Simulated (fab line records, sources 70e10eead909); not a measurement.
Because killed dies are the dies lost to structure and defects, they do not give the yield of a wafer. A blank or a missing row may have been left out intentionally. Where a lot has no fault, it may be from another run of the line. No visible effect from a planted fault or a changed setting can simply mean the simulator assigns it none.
A lot that was struck, set against a sound lot    flow nand-harc    15 steps out of a route of 1302
Sound: these wafers, L650.1, L650.3, L650.6. The struck wafers were L663.1, L663.3, L663.4. Last of all comes the cause.
Order at every step that has rows: each side's tool, ch and its chambers, its first start. Under that, the readings that differ: sound wafers    struck wafers    difference of the means    sigmas: that difference in standard deviations of wafers without a fault.
alike: same words and numbers on both sides, and readings whose means sit less than 2 such deviations apart. not compared: any withheld reading, any reading some wafer has no value for, any bound like >300 that may hide the same value, and any number with overlapping values for which the record gives no deviation.
The two part at a step that has a row with sigmas, a row that says differs or no value, or rows on one side only. When numbers do not overlap yet have no deviation, they are printed without sigmas and do not part them. Lack of a reading on every wafer of one side parts them only where that side has two or more wafers.

NHARC_A_ONON_D2_THK_MEAS_11: measures by ellipsometry.
  struck on film-metro-01, day 20 23:16; sound on film-metro-02, day 15 11:07
  alike: thk-nm
following that, 1 step holds no rows for these wafers, namely NHARC_A_ONON_D2_DEP_12 (target thickness 1000 nm).
NHARC_A_ONON_D2_THK_MEAS_14: measures by ellipsometry.
  struck on film-metro-01, day 20 23:50; sound on film-metro-01, day 15 11:43
reading      sound        struck          difference  sigmas
thk-nm (nm)  985 986 986  1010 1010 1011  +25         +3
then, 2 steps without rows for these wafers: NHARC_A_ONON_D2_ANNEAL_15 (time 3600 s); NHARC_A_ONON_D2_DEP_16 (target thk 1000 nm).
NHARC_A_ONON_D2_THK_MEAS_18: measures by ellipsometry.
  struck on film-metro-02, day 21 07:10; sound on film-metro-02, day 15 19:08
  alike: thk-nm
following that, 1 step holds no rows for these wafers, namely NHARC_A_ONON_D2_DEP_19 (target thickness 1000 nm).
NHARC_A_ONON_D2_THK_MEAS_21: measures by ellipsometry.
  struck on film-metro-02, day 21 07:45; sound on film-metro-01, day 15 19:43
  alike: thk-nm
following that, 1 step holds no rows for these wafers, namely NHARC_A_ONON_D2_DEP_22 (target thickness 1000 nm).
NHARC_A_ONON_D2_THK_MEAS_24: measures by ellipsometry.
  struck on film-metro-01, day 21 08:19; sound on film-metro-01, day 15 20:17
  alike: thk-nm
following that, 1 step holds no rows for these wafers, namely NHARC_A_ONON_D2_DEP_25 (target thickness 1000 nm).
NHARC_A_ONON_D2_THK_MEAS_27: measures by ellipsometry.
  struck on film-metro-02, day 21 08:52; sound on film-metro-01, day 15 20:50
  alike: thk-nm
NHARC_A_ONON_D2_DEP_28: target thk 1000 nm.
  sound on pecvd-onon-04 ch 0, day 15 20:53; struck on pecvd-onon-04 ch 0, day 21 08:56
NHARC_A_ONON_D2_THK_MEAS_30: measures by ellipsometry.
  struck on film-metro-02, day 21 09:37; sound on film-metro-02, day 15 21:24
reading      sound        struck       difference  sigmas
thk-nm (nm)  975 974 974  408 408 409  -566        -44
  not compared: hold
following that, these wafers have no rows for 1 step: NHARC_END_SORT_01.

WHERE THEY PART
At NHARC_A_ONON_D2_THK_MEAS_14 first; at NHARC_A_ONON_D2_THK_MEAS_30 last (within this record only).

WHY: what the simulator had put in
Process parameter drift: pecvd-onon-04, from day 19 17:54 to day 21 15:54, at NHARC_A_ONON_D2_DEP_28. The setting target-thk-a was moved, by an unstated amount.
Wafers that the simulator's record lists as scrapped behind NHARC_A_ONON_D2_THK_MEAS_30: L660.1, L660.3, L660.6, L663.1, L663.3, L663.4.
